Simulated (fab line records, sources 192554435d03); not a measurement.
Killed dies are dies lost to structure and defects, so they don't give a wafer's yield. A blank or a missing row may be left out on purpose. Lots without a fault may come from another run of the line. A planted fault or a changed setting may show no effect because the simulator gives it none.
fab line records | flow n5_finfet
record lots=7 wafers=21
route steps=1938 shown BEOL_M8@1377 BEOL_M9@1401 BEOL_M10@1509 BEOL_M11@1562 BEOL_M12@1656
start_h: hours from the record's first day to the start of the lot's first wafer shown | wait_h: hours since the lot's step before | " the same as in the row above | L1.1+2: a row that stands for several wafers | - no value, or no start given | * or withheld: withheld | < > ~ a bound
route shown NAME@n: a module of which the file shows steps, and the number in the route of the first | usual: mean/standard deviation of fault-free wafers | same: alike in all rows | chamber/n: place in a boat | sites: the reading at each site | _std_site: their standard deviation | _edge_site: outer sites' mean less inner sites' | radius_mm: how far each site lies from the wafer's centre | mask NAME#n: copy n | behind: the tool/chamber that last shaped the wafer | hold: why the lot was held/for how many hours/how that ended | device: the transistor (n, p or np) that didn't switch | end of line: the same wafers' tests at the end of the route | a step without rows: its recipe alone | killed: dies lost to structure and defects at the first sort, not the wafer's yield | map: a wafer's dies, x killed, . not, _ none there
set.NAME: the setting as run; set.NAME@STEP: as run at that earlier step | model.NAME: the simulator's own value behind a step, which no gauge read
lots whose settings were changed on purpose; a table a step, a row a wafer
## steps
# step N5_BEOL_M8_TRENCH_ETCH_37
# recipe chemistry=C4F6/O2 target_depth_a=934.78 target=SiCOH_lowk time_s=31.2 ion_energy_ev=250 pressure_mtorr=30 source_w=345 bias_w=185 Ar_flow_sccm=300 C4F6_flow_sccm=10 O2_flow_sccm=10
# usual rf_vpp_V=663/5.2
# columns lot.wafer tool chamber start_h wait_h set.source_w rf_vpp_V model.BEOL_M8.feature_depth_nm model.etch.depth_nm
L074.2 rie_diel-06 3 - - 379.1 638 95.6 95.53
L074.3 " 0 " " 345 667 94 93.97
L074.4 " 0 " " 379.1 636 97.2 97.16
L076.3 rie_diel-05 0 - - 345 664 94.2 94.23
L076.4 " 1 " " 383.5 629 99.6 99.64
L076.6 " 1 " " 383.5 628 99 99.09
L080.3 rie_diel-06 2 - - 345 658 92.6 92.58
L080.4 " 2 " " 389.4 617 97 97.09
L080.5 " 0 " " 389.4 627 97.6 97.69
L085.3 rie_diel-06 0 - - 404.9 616 100 99.93
L085.4 " 3 " " 345 668 93.2 93.24
L085.5 " 0 " " 404.9 614 100.4 100.4
L088.4 rie_diel-05 0 - - 403.7 612 99.2 99.12
L088.5 " 0 " " 345 663 93 92.99
L088.6 " 1 " " 403.7 612 100.8 100.8
L093.2 rie_diel-05 3 - - 345 672 93.4 93.43
L093.3 " 0 " " 374 636 96.4 96.31
L093.5 " 1 " " 345 663 93 93.03
L091.1 rie_diel-06 0 - - 345 665 92.4 92.42
L091.2 " 1 " " 345 660 92.4 92.36
L091.6 " 3 " " 345 667 92.8 92.82
# step N5_BEOL_M8_ETCH_41
# recipe chemistry=CH3F/O2 target=SiCN target_depth_a=319 taper_deg=2 time_s=57.8 ion_energy_ev=120 mask_material=TiN pressure_mtorr=30 source_w=395 bias_w=75 Ar_flow_sccm=150 CH3F_flow_sccm=30 O2_flow_sccm=20
# step N5_BEOL_M8_STRIP_80
# recipe chemistry=N2/H2 time_s=10 power_w=450 temp_c=40 pressure_mtorr=20 rf_frequency_hz=6e+07 bias_power_w=7 n2_flow_sccm=200 h2_flow_sccm=200
# step N5_BEOL_M8_OCD_MEAS_38
# usual trench_depth_nm=93.7/1.2
# columns lot.wafer tool chamber start_h wait_h set.source_w@BEOL_M8_TRENCH_ETCH_37 trench_depth_nm
L074.2 ocd-02 - 198.51 - 379.1 96.1
L074.3 " - " " 345 93.8
L074.4 " - " " 379.1 97.3
L076.3 ocd-01 - 219.29 - 345 94.0
L076.4 " - " " 383.5 100.1
L076.6 " - " " 383.5 99.3
L080.3 ocd-02 - 239.34 - 345 92.5
L080.4 " - " " 389.4 96.6
L080.5 " - " " 389.4 97.9
L085.3 ocd-02 - 271.60 - 404.9 100.4
L085.4 " - " " 345 93.6
L085.5 " - " " 404.9 99.6
L088.4 ocd-02 - 302.22 - 403.7 98.8
L088.5 " - " " 345 93.2
L088.6 " - " " 403.7 101.3
L093.2 ocd-01 - 308.32 - 345 93.3
L093.3 " - " " 374 96.1
L093.5 " - " " 345 93.2
L091.1 ocd-01 - 314.13 - 345 92.4
L091.2 " - " " 345 91.7
L091.6 " - " " 345 92.7
# step N5_BEOL_M8_HM_STRIP_39
# recipe chemistry=peroxide_tin_strip material=TiN target_depth_a=250 temp_c=50 time_s=158
# step N5_BEOL_M8_SRD_40
# recipe time_s=30 temp_c=23 rinse_liquid=diw dry=ipa_marangoni
# step N5_BEOL_M8_ECD_50
# recipe material=Cu target_thk_a=3000
# step N5_BEOL_M8_ANNEAL_51
# recipe temp_c=225 time_s=90 ambient=N2
# step N5_BEOL_M8_CMP_52
# recipe stop_on=SiCOH_lowk t_overpolish_s=6.9 down_force_psi=1 platen_rpm=50 clearing_platen_down_force_psi=1.5 clearing_platen_rpm=50 post_cmp_clean=cu_alkaline target_thk_nm=80 clearing_platen_pad_velocity_m_s=0.99484 pad_velocity_m_s=0.99484
# columns lot.wafer tool chamber start_h wait_h set.source_w@BEOL_M8_TRENCH_ETCH_37 model.Cu_of_BEOL_M8_ECD_50.thk_nm
L074.3 cmp-03 1 205.15 0.7 345 80.8
L074.2 " 2 " " 379.1 81.6
L074.4 " 0 " " 379.1 82.8
L076.3 cmp-02 0 224.04 0.2 345 82
L076.4 " 1 " " 383.5 88.4
L076.6 " 1 " " 383.5 85.8
L080.3 cmp-04 3 241.80 0.2 345 79
L080.4 " 0 " " 389.4 83.6
L080.5 " 2 " " 389.4 84.4
L085.3 cmp-02 0 273.59 0.2 404.9 85.8
L085.4 " 2 " " 345 79.8
L085.5 " 0 " " 404.9 87
L088.4 cmp-02 0 304.51 0.2 403.7 85.4
L088.6 " 2 " " 403.7 87
L088.5 " 3 " " 345 78.2
L093.3 cmp-04 1 310.80 0.4 374 83.2
L093.2 " 2 " " 345 79.6
L093.5 " 0 " " 345 78.4
L091.1 cmp-02 2 316.13 0.4 345 79.2
L091.2 " 0 " " 345 77.8
L091.6 " 3 " " 345 78.8
# step N5_BEOL_M8_THK_MEAS_53
# recipe thk_meas_gauge=xrf reads=Cu_of_BEOL_M8_ECD_50
# usual M8_THK=79.4/1.5
# columns lot.wafer tool chamber start_h wait_h set.source_w@BEOL_M8_TRENCH_ETCH_37 M8_THK[nm]
L074.2 film_metro-01 - 205.45 - 379.1 79.8
L074.3 " - " " 345 79.1
L074.4 " - " " 379.1 81.0
L076.3 film_metro-01 - 224.34 - 345 81.0
L076.4 " - " " 383.5 87.1
L076.6 " - " " 383.5 84.9
L080.3 film_metro-02 - 242.02 - 345 78.0
L080.4 " - " " 389.4 83.0
L080.5 " - " " 389.4 83.6
L085.3 film_metro-01 - 273.85 - 404.9 85.3
L085.4 " - " " 345 80.0
L085.5 " - " " 404.9 86.9
L088.4 film_metro-02 - 304.73 - 403.7 84.1
L088.5 " - " " 345 77.0
L088.6 " - " " 403.7 85.3
L093.2 film_metro-01 - 311.02 - 345 78.9
L093.3 " - " " 374 82.6
L093.5 " - " " 345 78.0
L091.1 film_metro-01 - 316.42 - 345 78.4
L091.2 " - " " 345 76.9
L091.6 " - " " 345 78.0
# step N5_BEOL_M8_PRE_CLEAN_55
# recipe gas=NH3 time_s=15 temp_c=withheld rf_power_w=300
# step N5_BEOL_M8_DEP_56
# recipe material=SiCN target_thk_a=100 temp_c=withheld precursor=3MS/NH3 pressure_torr=3 rf_w=202 time_s=17.5
# step N5_BEOL_M8_RS_MEAS_57
# recipe thk_meas_gauge=four-point-probe reads=Cu_of_BEOL_M8_ECD_50+Co_of_BEOL_M8_CVD_78+TaN_of_BEOL_M8_ALD_77
# usual M8_RS=0.286/0.0058
# columns lot.wafer tool chamber start_h wait_h set.source_w@BEOL_M8_TRENCH_ETCH_37 M8_RS[ohm/sq]
L074.2 film_metro-02 - 205.58 0.1 379.1 0.279
L074.3 " - " " 345 0.283
L074.4 " - " " 379.1 0.275
L076.3 film_metro-01 - 224.47 0.1 345 0.279
L076.4 " - " " 383.5 0.255
L076.6 " - " " 383.5 0.264
L080.3 film_metro-02 - 242.15 0.1 345 0.291
L080.4 " - " " 389.4 0.271
L080.5 " - " " 389.4 0.268
L085.3 film_metro-02 - 274.03 0.1 404.9 0.263
L085.4 " - " " 345 0.287
L085.5 " - " " 404.9 0.259
L088.4 film_metro-01 - 304.90 0.1 403.7 0.265
L088.5 " - " " 345 0.295
L088.6 " - " " 403.7 0.260
L093.2 film_metro-01 - 311.15 0.1 345 0.288
L093.3 " - " " 374 0.274
L093.5 " - " " 345 0.293
L091.1 film_metro-01 - 316.59 0.1 345 0.289
L091.2 " - " " 345 0.296
L091.6 " - " " 345 0.291
# step N5_BEOL_M9_ILD_DEP_00
# recipe material=SiCOH_lowk target_thk_a=3085.1 temp_c=300 precursor=DEMS/porogen pressure_torr=5 rf_w=500 time_s=58
# columns lot.wafer tool chamber start_h wait_h set.time_s model.SiCOH_lowk_of_BEOL_M9_ILD_DEP_00.thk_nm
L074.2 pecvd-04 1 205.64 0.0 50.6 265.2
L074.3 " 1 " " 58 308
L074.4 " 0 " " 50.6 269.6
L076.3 pecvd-03 1 224.53 0.0 49.44 264.6
L076.4 " 0 " " 58 313.2
L076.6 " 1 " " 49.44 269.2
L080.3 pecvd-03 1 242.21 0.0 66.14 350.8
L080.4 " 0 " " 58 311.8
L080.5 " 2 " " 66.14 357.2
L085.3 pecvd-01 0 274.09 0.0 58 304.6
L085.4 " 1 " " 58 308.4
L085.5 " 0 " " 53.87 288
L088.4 pecvd-03 0 304.99 0.1 54.56 293.6
L088.5 " 1 " " 58 314
L088.6 " 2 " " 54.56 294.2
L093.2 pecvd-01 1 311.22 0.0 55.06 288
L093.3 " 0 " " 58 308.4
L093.5 " 1 " " 55.06 291.2
L091.1 pecvd-03 2 316.65 0.0 58 307
L091.2 " 0 " " 58 305
L091.6 " 1 " " 58 318.4
# step N5_BEOL_M9_CURE_71
# recipe temp_c=385 time_s=240 ambient=He/Ar material=SiCOH_lowk
# columns lot.wafer tool chamber start_h wait_h set.time_s@BEOL_M9_ILD_DEP_00 model.SiCOH_lowk_of_BEOL_M9_ILD_DEP_00.thk_nm
L074.2 uv_cure-02 2 205.83 0.2 50.6 229.8
L074.3 " 2 " " 58 267.6
L074.4 " 2 " " 50.6 233.8
L076.3 uv_cure-02 2 224.77 0.2 49.44 229.4
L076.4 " 2 " " 58 272
L076.6 " 2 " " 49.44 233.4
L080.3 uv_cure-03 0 242.75 0.5 66.14 305.4
L080.4 " 0 " " 58 271
L080.5 " 0 " " 66.14 311.2
L085.3 uv_cure-03 2 274.33 0.2 58 264.6
L085.4 " 2 " " 58 267.8
L085.5 " 2 " " 53.87 250
L088.4 uv_cure-02 0 305.28 0.3 54.56 255
L088.5 " 0 " " 58 272.8
L088.6 " 0 " " 54.56 255.4
L093.2 uv_cure-03 1 311.37 0.1 55.06 249.8
L093.3 " 1 " " 58 267.8
L093.5 " 1 " " 55.06 252.6
L091.1 uv_cure-01 2 316.73 0.0 58 266.8
L091.2 " 2 " " 58 265
L091.6 " 2 " " 58 276.8
# step N5_BEOL_M9_THK_MEAS_01
# recipe reads=SiCOH_lowk_of_BEOL_M9_ILD_DEP_00
# usual M9_ILD_THK=268/3.3
# columns lot.wafer tool chamber start_h wait_h set.time_s@BEOL_M9_ILD_DEP_00 M9_ILD_THK[nm]
L074.2 film_metro-01 - 206.26 0.4 50.6 230
L074.3 " - " " 58 268
L074.4 " - " " 50.6 234
L076.3 film_metro-01 - 225.12 0.3 49.44 229
L076.4 " - " " 58 272
L076.6 " - " " 49.44 233
L080.3 film_metro-01 - 243.10 0.3 66.14 305
L080.4 " - " " 58 271
L080.5 " - " " 66.14 311
L085.3 film_metro-01 - 274.68 0.3 58 264
L085.4 " - " " 58 268
L085.5 " - " " 53.87 250
L088.4 film_metro-01 - 305.55 0.2 54.56 255
L088.5 " - " " 58 273
L088.6 " - " " 54.56 255
L093.2 film_metro-01 - 311.82 0.4 55.06 250
L093.3 " - " " 58 268
L093.5 " - " " 55.06 253
L091.1 film_metro-01 - 317.72 0.8 58 267
L091.2 " - " " 58 265
L091.6 " - " " 58 277
# step N5_BEOL_M9_PECVD_70
# recipe material=SiO2 target_thk_a=200 temp_c=400 precursor=TEOS/O2 pressure_torr=5.5 rf_w=450 teos_flow_sccm=53.8 gas=O2 flow_sccm=3000 time_s=22.7
# columns lot.wafer tool chamber start_h wait_h set.temp_c model.SiO2_of_BEOL_M9_PECVD_70.thk_nm
L074.2 pecvd-03 0 206.30 0.0 400 19.8
L074.3 " 1 " " 400 20
L074.4 " 1 " " 417.2 18
L076.3 pecvd-03 1 225.16 0.0 400 19.8
L076.4 " 2 " " 400 20.2
L076.6 " 1 " " 386.3 21.8
L080.3 pecvd-03 1 243.14 0.0 413.3 18.2
L080.4 " 0 " " 413.3 18.6
L080.5 " 1 " " 400 20.2
L085.3 pecvd-01 1 274.72 0.0 400 20
L085.4 " 1 " " 392.1 21
L085.5 " 2 " " 392.1 21.2
L088.4+5+6 pecvd-01 1,2,0 305.61 0.1 400 20.4
L093.2 pecvd-04 1 311.86 0.0 400 19.8
L093.3+5 " 2 " " 395.3 20.6
L091.1+2 pecvd-01 1,2 317.76 0.0 400 20.2
L091.6 " 1 " " 400 20.8
# step N5_BEOL_M9_HM_DEP_02
# recipe material=TiN target_thk_a=200 temp_c=25 chamber_pressure_pa=0.49996
# step N5_BEOL_M9_COAT_59
# recipe resist=SOC temp_c=250 time_s=60 spin_rpm=1500 resist_thk_nm=100
# step N5_BEOL_M9_STRIP_80
# recipe chemistry=N2/H2 time_s=10 power_w=450 temp_c=40 pressure_mtorr=20 rf_frequency_hz=6e+07 bias_power_w=7 n2_flow_sccm=200 h2_flow_sccm=200
# step N5_BEOL_M9_HM_STRIP_39
# recipe chemistry=peroxide_tin_strip material=TiN target_depth_a=250 temp_c=50 time_s=158
# columns lot.wafer tool chamber start_h wait_h set.temp_c@BEOL_M9_PECVD_70 model.SiO2_of_BEOL_M9_PECVD_70.thk_nm
L074.2 wet_bench-02 5 208.96 0.0 400 19.6
L074.3 " 7 " " 400 19.8
L074.4 " 4 " " 417.2 17.8
L076.3 wet_bench-06 5 230.04 0.0 400 19.6
L076.4 " 6 " " 400 20
L076.6 " 1 " " 386.3 21.6
L080.3 wet_bench-06 7 246.96 0.0 413.3 18
L080.4 " 6 " " 413.3 18.4
L080.5 " 0 " " 400 20.2
L085.3 wet_bench-02 1 280.66 0.0 400 19.8
L085.4 " 6 " " 392.1 20.8
L085.5 " 2 " " 392.1 21.2
L088.4+5+6 wet_bench-03 2,4,1 308.05 0.0 400 20.2
L093.2 wet_bench-06 6 314.02 0.0 400 19.6
L093.3+5 " 0,4 " " 395.3 20.4
L091.1+2 wet_bench-06 5,7 321.40 0.0 400 20
L091.6 " 4 " " 400 20.6
# step N5_BEOL_M10_VIA_ETCH_34
# recipe chemistry=C4F6/O2 target=SiCOH_lowk target_depth_a=1845 mask_material=SOC taper_deg=4 time_s=69.2 ion_energy_ev=250 pressure_mtorr=30 source_w=345 bias_w=185 Ar_flow_sccm=300 C4F6_flow_sccm=10 O2_flow_sccm=10
# usual rf_vpp_V=663/5.2
# columns lot.wafer tool chamber start_h wait_h set.bias_w rf_vpp_V model.etch.depth_nm
L074.2 rie_diel-01 3 218.95 0.0 185 667 182.9
L074.3 " 1 " " 185 664 181
L074.4 " 0 " " 157.9 581 171
L076.3 rie_diel-01 3 238.90 0.0 159.8 593 174.7
L076.4 " 1 " " 185 664 181.4
L076.6 " 2 " " 159.8 586 174.5
L080.3 rie_diel-01 3 254.23 0.0 185 667 183.1
L080.4 " 2 " " 185 658 184.4
L080.5 " 1 " " 159.9 590 173.3
L085.3 rie_diel-01 3 290.39 0.0 185 667 184.6
L085.4 " 2 " " 185 658 183.9
L085.5 " 0 " " 216.3 744 198.8
L088.4 rie_diel-01 3 313.86 0.0 185 666 182
L088.5 " 2 " " 185 660 182.7
L088.6 " 1 " " 185 662 185.1
L093.2 rie_diel-05 2 321.25 0.0 185 655 190.6
L093.3 " 1 " " 157.5 582 178.8
L093.5 " 0 " " 185 663 186.5
L091.1 rie_diel-06 2 330.57 0.0 185 655 183.5
L091.2 " 0 " " 185 665 184.5
L091.6 " 0 " " 185 668 185
# step N5_BEOL_M10_ETCH_41
# recipe chemistry=CH3F/O2 target=SiCN target_depth_a=426 taper_deg=2 time_s=86 ion_energy_ev=120 mask_material=TiN pressure_mtorr=30 source_w=395 bias_w=75 Ar_flow_sccm=150 CH3F_flow_sccm=30 O2_flow_sccm=20
# usual rf_vpp_V=297.2/1.6
# columns lot.wafer tool chamber start_h wait_h set.source_w rf_vpp_V model.etch.depth_nm
L074.2 rie_diel-01 3 - - 395 295.8 32.69
L074.3 " 1 " " 395 296.5 32.51
L074.4 " 0 " " 395 296.1 32.08
L076.3 rie_diel-01 3 - - 395 296.4 32
L076.4 " 1 " " 395 296.9 32.13
L076.6 " 2 " " 395 295.9 32.28
L080.3 rie_diel-01 3 - - 395 295.5 32.62
L080.4 " 2 " " 395 296.4 32.26
L080.5 " 1 " " 395 296.4 32.17
L085.3 rie_diel-01 3 - - 328.5 314.5 30.32
L085.4 " 2 " " 395 294.6 32.65
L085.5 " 0 " " 328.5 314.9 30.96
L088.4 rie_diel-01 3 - - 395 294.1 32.39
L088.5 " 2 " " 395 295.0 32.65
L088.6 " 1 " " 450.6 284.7 34.47
L093.2 rie_diel-05 2 - - 395 296.4 32.93
L093.3 " 1 " " 395 298.4 32.92
L093.5 " 0 " " 333.1 310.8 30.57
L091.1 rie_diel-06 2 - - 395 296.0 32.84
L091.2 " 0 " " 395 298.1 32.41
L091.6 " 0 " " 395 299.2 32.53
# step N5_BEOL_M11_COAT_22
# recipe resist=CAR-ArF spin_rpm=1500 resist_thk_nm=90
# columns lot.wafer tool chamber start_h wait_h set.spin_rpm model.CAR-ArF_of_BEOL_M11_COAT_22.thk_nm
L074.2 litho_track-03 0 - - 1360 94.4
L074.3 " 0 " " 1500 89.8
L074.4 " 0 " " 1360 94.2
L076.3 litho_track-05 0 - - 1500 90.4
L076.4 " 0 " " 1336 95.8
L076.6 " 0 " " 1336 95.6
L080.3+4 litho_track-01 0 - - 1500 89.8
L080.5 " 0 " " 1500 89.6
L085.3 litho_track-03 0 - - 1500 90
L085.4 " 0 " " 1356 94.4
L085.5 " 0 " " 1500 90.2
L088.4 litho_track-01 0 - - 1500 89.8
L088.5 " 0 " " 1573 87.8
L088.6 " 0 " " 1573 87.6
L093.2 litho_track-05 0 - - 1360 94.4
L093.3 " 0 " " 1360 94.8
L093.5 " 0 " " 1500 90.4
L091.1 litho_track-03 0 - - 1500 90.2
L091.2 " 0 " " 1500 89.8
L091.6 " 0 " " 1500 89.6
# step N5_BEOL_M11_EBR_24
# recipe solvent=PGMEA ebr_width_mm=1.5
# step N5_BEOL_M11_SOFTBAKE_23
# recipe temp_c=110 time_s=60 resist=CAR-ArF
# step N5_BEOL_M11_DESCUM_33
# recipe chemistry=O2 time_s=7.9 source_power_w=50 bias_power_w=20 pressure_mtorr=20 rf_frequency_hz=2.712e+07 temp_c=40 resist=CAR-ArF o2_flow_sccm=225
# columns lot.wafer tool chamber start_h wait_h set.spin_rpm@BEOL_M11_COAT_22 model.CAR-ArF_of_BEOL_M11_COAT_22.thk_nm
L074.2 rie_diel-03 0 229.43 0.0 1360 88
L074.3 " 2 " " 1500 83.2
L074.4 " 3 " " 1360 87.6
L076.3 rie_diel-04 1 246.93 0.3 1500 83.8
L076.4 " 2 " " 1336 89.2
L076.6 " 1 " " 1336 89
L080.3+4+5 rie_diel-02 0,3,3 261.90 0.4 1500 83.2
L085.3+5 rie_diel-02 0,2 297.23 0.0 1500 83.6
L085.4 " 1 " " 1356 87.8
L088.4 rie_diel-04 3 321.35 0.3 1500 83.2
L088.5 " 1 " " 1573 81.4
L088.6 " 2 " " 1573 81
L093.2 rie_diel-03 3 330.37 0.0 1360 87.8
L093.3 " 0 " " 1360 88.2
L093.5 " 0 " " 1500 83.8
L091.1 rie_diel-04 1 338.47 0.0 1500 83.6
L091.2 " 3 " " 1500 83.4
L091.6 " 0 " " 1500 83.2
# step N5_BEOL_M11_ETCH_66
# recipe chemistry=N2/H2 target=SOC target_depth_a=1200 overetch_a=240 mask_material=SiARC temp_c=40 time_s=180 ion_energy_ev=200 pressure_mtorr=30 source_w=840 bias_w=150 n2_flow_sccm=200 h2_flow_sccm=200
# columns lot.wafer tool chamber start_h wait_h set.time_s model.SiARC_of_BEOL_M11_COAT_64.thk_nm
L074.2 rie_diel-03 0 229.51 0.0 191.7 22.4
L074.3 " 2 " " 180 22.8
L074.4 " 3 " " 180 23
L076.3+4+6 rie_diel-04 1,2,1 247.02 0.0 180 22.8
L080.3 rie_diel-02 0 261.99 0.0 219.9 21.4
L080.4+5 " 3 " " 180 22.6
L085.3 rie_diel-02 0 297.32 0.0 180 23
L085.4 " 1 " " 180 22.8
L085.5 " 2 " " 180 22.6
L088.4+5 rie_diel-04 3,1 321.48 0.1 163.2 23.2
L088.6 " 2 " " 180 22.6
L093.2+3+5 rie_diel-03 3,0,0 330.45 0.0 180 22.8
L091.1 rie_diel-04 1 338.55 0.0 180 23
L091.2+6 " 3,0 " " 180 22.8
# step N5_BEOL_M12_DEP_53
# recipe material=SiCN target_thk_a=300 temp_c=withheld precursor=3MS/NH3 pressure_torr=3 rf_w=675 time_s=10.5
# columns lot.wafer tool chamber start_h wait_h set.time_s model.SiCN_of_BEOL_M12_DEP_53.thk_nm
L074.2+3 pecvd-02 0,1 241.42 0.0 10.5 29.8
L074.4 " 1 " " 10.5 30.6
L076.3 pecvd-04 2 259.36 0.0 10.5 30
L076.4 " 1 " " 10.5 30.2
L076.6 " 2 " " 10.5 29.8
L080.3 pecvd-02 0 273.56 0.0 10.5 29.8
L080.4 " 1 " " 9.055 26.4
L080.5 " 2 " " 10.5 30.2
L085.3 pecvd-01 1 306.54 0.0 9.442 26.8
L085.4 " 0 " " 10.5 30.4
L085.5 " 2 " " 10.5 30.2
L088.4 pecvd-04 1 334.24 0.0 10.5 30
L088.5+6 " 0,2 " " 10.5 29.8
L093.2 pecvd-01 0 339.28 0.0 10.5 30
L093.3 " 2 " " 9.36 26.6
L093.5 " 0 " " 9.36 27.4
L091.1+2 pecvd-04 2,0 347.39 0.0 10.5 29.4
L091.6 " 2 " " 10.5 30
## key
split step=N5_BEOL_M8_TRENCH_ETCH_37 setting=source_w stated=345 by=wafer
response step=N5_BEOL_M8_TRENCH_ETCH_37 reading=rf_vpp_V change=-3.04 per=1% r=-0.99
response step=N5_BEOL_M8_TRENCH_ETCH_37 reading=model.BEOL_M8.feature_depth_nm change=+0.389 per=1% r=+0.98
response step=N5_BEOL_M8_TRENCH_ETCH_37 reading=model.etch.depth_nm change=+0.389 per=1% r=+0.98
response step=N5_BEOL_M8_OCD_MEAS_38 reading=trench_depth_nm change=+0.386 per=1% r=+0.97
response step=N5_BEOL_M8_CMP_52 reading=model.Cu_of_BEOL_M8_ECD_50.thk_nm change=+0.401 per=1% r=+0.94
response step=N5_BEOL_M8_THK_MEAS_53 reading=M8_THK change=+0.387 per=1% r=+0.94
response step=N5_BEOL_M8_RS_MEAS_57 reading=M8_RS change=-0.0016 per=1% r=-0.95
split step=N5_BEOL_M9_ILD_DEP_00 setting=time_s stated=58 by=wafer
response step=N5_BEOL_M9_ILD_DEP_00 reading=model.SiCOH_lowk_of_BEOL_M9_ILD_DEP_00.thk_nm change=+3.11 per=1% r=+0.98
response step=N5_BEOL_M9_CURE_71 reading=model.SiCOH_lowk_of_BEOL_M9_ILD_DEP_00.thk_nm change=+2.73 per=1% r=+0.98
response step=N5_BEOL_M9_THK_MEAS_01 reading=M9_ILD_THK change=+2.73 per=1% r=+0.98
split step=N5_BEOL_M9_PECVD_70 setting=temp_c stated=400 by=wafer
response step=N5_BEOL_M9_PECVD_70 reading=model.SiO2_of_BEOL_M9_PECVD_70.thk_nm change=-0.503 per=1% r=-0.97
response step=N5_BEOL_M9_HM_STRIP_39 reading=model.SiO2_of_BEOL_M9_PECVD_70.thk_nm change=-0.522 per=1% r=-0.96
split step=N5_BEOL_M10_VIA_ETCH_34 setting=bias_w stated=185 by=wafer
response step=N5_BEOL_M10_VIA_ETCH_34 reading=rf_vpp_V change=+5.27 per=1% r=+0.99
response step=N5_BEOL_M10_VIA_ETCH_34 reading=model.etch.depth_nm change=+0.721 per=1% r=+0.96
split step=N5_BEOL_M10_ETCH_41 setting=source_w stated=395 by=wafer
response step=N5_BEOL_M10_ETCH_41 reading=rf_vpp_V change=-0.946 per=1% r=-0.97
response step=N5_BEOL_M10_ETCH_41 reading=model.etch.depth_nm change=+0.135 per=1% r=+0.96
split step=N5_BEOL_M11_COAT_22 setting=spin_rpm stated=1500 by=wafer
response step=N5_BEOL_M11_COAT_22 reading=model.CAR-ArF_of_BEOL_M11_COAT_22.thk_nm change=-0.465 per=1% r=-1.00
response step=N5_BEOL_M11_DESCUM_33 reading=model.CAR-ArF_of_BEOL_M11_COAT_22.thk_nm change=-0.464 per=1% r=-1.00
split step=N5_BEOL_M11_ETCH_66 setting=time_s stated=180 by=wafer
response step=N5_BEOL_M11_ETCH_66 reading=model.SiARC_of_BEOL_M11_COAT_64.thk_nm change=-0.0571 per=1% r=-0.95
split step=N5_BEOL_M12_DEP_53 setting=time_s stated=10.5 by=wafer
response step=N5_BEOL_M12_DEP_53 reading=model.SiCN_of_BEOL_M12_DEP_53.thk_nm change=+0.287 per=1% r=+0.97
